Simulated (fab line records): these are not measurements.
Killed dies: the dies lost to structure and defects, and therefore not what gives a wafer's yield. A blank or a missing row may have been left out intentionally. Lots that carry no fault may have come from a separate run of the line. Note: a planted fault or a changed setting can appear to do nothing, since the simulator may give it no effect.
The same fault as seen by 3 desks -- flow n5_finfet -- numbers are kept per desk, each desk with only its own; the story behind them comes last

## AT THE TOOL OWNER'S DESK: litho_track-04
The tool's own readings at N5_SD_EPI_N_COAT_33 (time 60 s, resist thk 35 nm): means of the sampled wafers that have a number, for each lot that ran on this tool. Any lot whose mean is over 4 standard deviations away from the usual mean is out of limits and marked OUT; that distance is given in the brackets.
Columns: A = chill_plate_temp_C at N5_SD_EPI_N_COAT_33, usual 22.98 C; B = heater_power_total_W at N5_SD_EPI_N_COAT_33, usual 427.6 W; C = spin_speed_rpm at N5_SD_EPI_N_COAT_33, usual 1500.1 rpm
lot,first seen here,A,B,C
L506,day 3 23:20,22.85,427.1,1499.8
L509,day 4 23:41,23.03,428.1,1691.8 (+99 or more) OUT
L511,day 5 07:25,23.08,428.0,1693.0 (+99 or more) OUT
L523,day 8 06:46,22.89,428.6,1500.5
L524,day 8 13:02,22.96,429.3,1500.4
This desk's verdict: out of limits on L509, L511, starting with L509 at day 4 23:41 (spin_speed_rpm at N5_SD_EPI_N_COAT_33). In limits: L506, L523, L524.

## THE DEFECT DESK
Counts from the inspections along the route, per lot, as means over the sampled wafers that have a number. Any lot whose mean is over 4 standard deviations away from the usual mean is out of limits and marked OUT; that distance is given in the brackets.
Columns: A = raw_defect_count at N5_DUMMY_GATE_INSPECT_27, usual 287
lot,first seen here,A
L503,day 3 08:23,374
L506,day 3 22:41,392
L509,day 4 20:44,377
L511,day 5 06:46,319
L519,day 7 07:22,322
L521,day 7 18:29,353
L523,day 8 06:07,263
L524,day 8 11:19,335
L525,day 8 17:53,254
This desk's finding: nothing out of limits on any of the 9 lots.

## FROM THE METROLOGY DESK
Means of the sampled wafers that have a number, per lot and without regard to the tool the lot ran on: this is what the gauges read. Any lot whose mean is over 4 standard deviations away from the usual mean is out of limits and marked OUT; that distance is given in the brackets. Only the readings that lie furthest out on some lot appear, 7 of the 11 it has.
Columns: A = DIBL_N at N5_BEOL_M4_RC_MEAS_101, usual 36.3 mV/V; B = IOFF_N at N5_BEOL_M4_RC_MEAS_101, usual 0.161 nA/um; C = IOFF_P at N5_BEOL_M4_RC_MEAS_101, usual 0.209 nA/um; D = SS_N at N5_BEOL_M4_RC_MEAS_101, usual 71.5 mV/dec; E = SS_P at N5_BEOL_M4_RC_MEAS_101, usual 73.2 mV/dec; F = VT_N at N5_BEOL_M4_RC_MEAS_101, usual 249.1 mV; G = VT_P at N5_BEOL_M4_RC_MEAS_101, usual -249.9 mV
lot,first seen here,A,B,C,D,E,F,G
L503,day 3 07:36,36.5,0.162,0.221,71.3,73.2,247.6,-249.3
L506,day 3 21:55,35.4,0.128,0.172,70.3,72.5,252.2,-255.1
L509,day 4 19:41,34.8,0.136,0.168,71.3,73.4,250.4,-254.2
L511,day 5 05:59,34.5,0.158,0.193,71.7,72.9,247.0,-251.4
L519,day 7 06:34,36.8,0.182,0.219,71.8,73.4,247.1,-250.9
L521,day 7 17:37,35.9,0.157,0.204,71.3,72.6,249.6,-248.5
L523,day 8 05:20,35.4,0.130,0.209,71.5,73.2,254.5,-250.7
L524,day 8 10:29,35.9,0.170,0.225,72.1,73.5,247.9,-249.7
L525,day 8 16:50,36.0,0.147,0.199,71.8,73.3,250.6,-247.7
This desk's finding: nothing out of limits on any of the 9 lots.

## PUT TOGETHER
The tool owner's desk could have raised an alarm at day 4 23:41, on L509, L511.
Nothing out of limits was seen by the defect desk.
From the metrology desk's view, nothing was out of limits.
The defect desk has L509, L511 on record, within its limits.
The metrology desk has L509, L511 on record, within its limits.
Of the lots named, all ran N5_SD_EPI_N_COAT_33 on litho_track-04.

## WHAT HAD BEEN PUT IN BY THE SIMULATOR
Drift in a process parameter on litho_track-04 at N5_SD_EPI_N_COAT_33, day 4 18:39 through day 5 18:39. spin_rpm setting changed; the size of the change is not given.
Shown lots that were struck: L509, L511.
Each desk's first reading out of limits, in hours after the fault started: the tool owner's desk, 5.
